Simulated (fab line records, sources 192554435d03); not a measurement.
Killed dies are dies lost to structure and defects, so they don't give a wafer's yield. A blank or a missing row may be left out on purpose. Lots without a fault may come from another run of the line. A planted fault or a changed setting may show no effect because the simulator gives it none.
Chamber matching | flow n5_finfet | N5_BEOL_M15_ILD_DEP_00 on pecvd-01: 3 sister chambers
The step deposits SiO2 from TEOS/O2, target thk 1629.3 nm, time 346.1 s. 3 wafers are shown with their chamber, then 9 later ones without.

WAFERS WITH THEIR CHAMBER
wafer  | chamber | throttle_valve_pct (%)
L087.3 | 0       | 18.6
L087.4 | 2       | 17.6
L087.5 | 1       | 19.3

WAFERS WITHOUT THEIR CHAMBER
wafer  | throttle_valve_pct (%)
L091.1 | 19.6
L091.4 | 17.8
L091.5 | 18.7
L093.2 | 17.9
L093.3 | 19.2
L093.6 | 17.8
L096.1 | 18.4
L096.3 | 19.8
L096.5 | 18.9

WHICH CHAMBER EACH WENT THROUGH
wafer  | from the rows above     | in truth
L091.1 | 1                       | 1
L091.4 | 2                       | 2
L091.5 | can't be placed: 0 or 1 | 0
L093.2 | can't be placed: 2 or 0 | 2
L093.3 | can't be placed: 1 or 0 | 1
L093.6 | 2                       | 2
L096.1 | 0                       | 0
L096.3 | 1                       | 1
L096.5 | can't be placed: 0 or 1 | 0
Placed correctly: 5 of 9. Can't be placed from these rows: 4 (the true chamber is among the candidates in 4). Placed wrongly: 0.
How it was worked out, from the rows above alone: a wafer's distance from a chamber is the root of the sum, over the readings, of the square of ((its reading less the chamber's mean) divided by the reading's scatter). The wafer belongs to the nearest chamber; if the next one is less than 2 further off, it can't be placed. A chamber's mean is the mean of its shown wafers. The scatter: with one shown wafer a chamber, the root of the mean of the squares of how far each hidden wafer lies from its nearest shown one.
